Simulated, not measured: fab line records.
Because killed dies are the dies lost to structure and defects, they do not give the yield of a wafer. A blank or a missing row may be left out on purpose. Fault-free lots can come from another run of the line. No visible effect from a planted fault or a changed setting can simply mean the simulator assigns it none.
A lot that was struck, set against a sound lot / flow nandHarc / 25 out of 1159 route steps
Sound: wafers L269.2, L269.4, L269.6. Wafers L279.1, L279.2, L279.6 were the ones struck. Last of all comes the cause.
Order at every step that has rows: each side's tool, ch and its chambers, its first start. Under that, the readings that differ: sound wafers / struck wafers / difference of the means / sigmas: that difference in standard deviations of wafers without a fault.
alike: readings with means less than 2 such deviations apart, plus words and numbers identical on both sides. not compared: withheld readings, readings lacking a value on some wafer, bounds such as >300 that could conceal the same value, and numbers that have no deviation in the record and whose values overlap.
A row with sigmas, a row that says differs or no value, or rows on one side alone: a step with any of these is where the two part. Non-overlapping numbers with no deviation appear without sigmas and do not part them. Lack of a reading on every wafer of one side parts them only where that side has two or more wafers.

NHARC_P_CONTACT_DEP_30: deposits SiNx, target thk 30 nm.
  sound on pecvd-01 ch 0,2, day 5 04:14; struck on pecvd-03 ch 0,2, day 8 05:43
  alike: heaterPowerW, rfFwdPowerW
NHARC_P_CONTACT_DEP_00: deposits SiO2, target thk 500 nm.
  sound: pecvd-01 ch 0,2; struck: pecvd-03 ch 0,2
  alike: chamberPressureTorr, flowSccm, heaterPowerW, rfFwdPowerW, throttleValvePct
NHARC_P_CONTACT_CMP_01: polishes SiO2, target thk 200 nm.
  sound on cmp-04 ch 0,1, day 5 04:56; struck on cmp-04 ch 2,3, day 8 06:26
  alike: motorCurrentA
then, 8 steps without rows for these wafers: NHARC_P_CONTACT_SRD_03; NHARC_P_CONTACT_DEHYDRATE_04 (time 120 s); NHARC_P_CONTACT_HMDS_05 (time 30 s); NHARC_P_CONTACT_COAT_33 (time 75 s); NHARC_P_CONTACT_COAT_34 (time 65 s); NHARC_P_CONTACT_COAT_06 (resist thk 90 nm); NHARC_P_CONTACT_SOFTBAKE_07 (time 55 s); NHARC_P_CONTACT_EBR_08.
NHARC_P_CONTACT_EXPOSE_09: exposes mask P CA, target cd 90 nm.
  sound on arfiScanner-02 ch 0, day 5 05:36; struck on arfiScanner-01 ch 0, day 8 07:08
reading=exposureDoseMJCm2; sound=81.23 81.23 81.37; struck=84.01 84.08 83.97; difference=+2.74; sigmas=+32
  alike: mask
then, 2 steps without rows for these wafers: NHARC_P_CONTACT_PEB_10 (peb time 65 s); NHARC_P_CONTACT_DEVELOP_11 (develop time 35 s).
NHARC_P_CONTACT_CD_MEAS_12: the cd target is 90 nm.
  sound on cdSem-03 ch 0, day 5 05:44; struck on cdSem-01 ch 0, day 8 07:16
reading=cdNm (nm); sound=88.6 88.0 88.1; struck=79.5 71.8 91.7; difference=-7.2; sigmas=-7
NHARC_P_CONTACT_OVL_MEAS_13:
  sound on overlay-02, day 5 05:49; struck on overlay-02, day 8 07:22
  alike: overlayXNm, overlayYNm
NHARC_P_CONTACT_INSPECT_14:
  sound on defectInspect-01, day 5 05:52; struck on defectInspect-01, day 8 07:25
  alike: rawDefectCount
NHARC_P_CONTACT_DESCUM_17: chemistry O2, time 3 s.
  sound on rieDiel-06 ch 0,1, day 5 05:55; struck on rieDiel-09 ch 1,3, day 8 07:28
  alike: drypumpMotorCurrentA, oesProductAu, rfVppV, showerheadPlenumPTorr, throttleValvePct
  not compared: rfHoursCounterH, model.P_CONTACT.cdNm
NHARC_P_CONTACT_ETCH_35: etches the open film in CF4, target depth 39 nm, time 65 s.
  sound on rieDiel-06 ch 0,2, day 5 06:01; struck on rieDiel-09 ch 0,1, day 8 07:33
  alike: drypumpMotorCurrentA, oesProductAu, rfFwdPowerW, rfVppV, showerheadPlenumPTorr, throttleValvePct
  not compared: rfHoursCounterH
NHARC_P_CONTACT_ETCH_36: etches the open film in N2/H2, target depth 260 nm, time 406.25 s.
  sound: rieDiel-06 ch 0,3; struck: rieDiel-09 ch 0,2,3
  alike: drypumpMotorCurrentA, oesProductAu, rfFwdPowerW, rfVppV, showerheadPlenumPTorr, throttleValvePct
  not compared: rfHoursCounterH
then, 2 steps without rows for these wafers: NHARC_P_CONTACT_ETCH_18 (etches the open film in C4F8/O2/Ar, target depth 481 nm, time 240.5 s); NHARC_P_CONTACT_STRIP_37 (strips in C4F8/O2/Ar).
NHARC_P_CONTACT_ETCH_31: etches the open film in CH3F/O2, target depth 30 nm, time 85.7 s.
  sound: rieDiel-06 ch 0,1,3; struck: rieDiel-09 ch 1,2,3
  alike: ch3fFlowSccm, drypumpMotorCurrentA, oesProductAu, rfFwdPowerW, rfVppV, showerheadPlenumPTorr, throttleValvePct
  not compared: rfHoursCounterH, model.P_CONTACT.cdNm
NHARC_P_CONTACT_CD_MEAS_19:
  sound on cdSem-01, day 5 06:56; struck on cdSem-01, day 8 08:21
reading=cdNm (nm); sound=89.8 89.4 89.5; struck=79.6 72.7 94.4; difference=-7.3; sigmas=-4
-- jump in the record: it breaks off in module P_CONTACT and resumes in module END (first step shown: number 1159 of the route), and 13 days separate the struck wafers' starts before and after --
NHARC_END_SORT_01:
  sound on prober-02 ch 0, day 18 22:25; struck on prober-02 ch 0, day 21 19:05
reading=killedAtPeriphery; sound=0 0 2; struck=28 4; difference=+15; sigmas=+7
reading=killedOpen; sound=3 2 2; struck=7 7; difference=+5; sigmas=+2
  alike: killedAtArray, killedAtOther, killedDies, killedShort

== WHERE THEY PART ==
Last at NHARC_END_SORT_01 as far as this record goes, first at NHARC_P_CONTACT_EXPOSE_09.

WHY: the cause the simulator had injected
Process parameters drifting: arfiScanner-01 at NHARC_P_CONTACT_EXPOSE_09, beginning at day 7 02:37. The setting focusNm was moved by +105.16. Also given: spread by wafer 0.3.
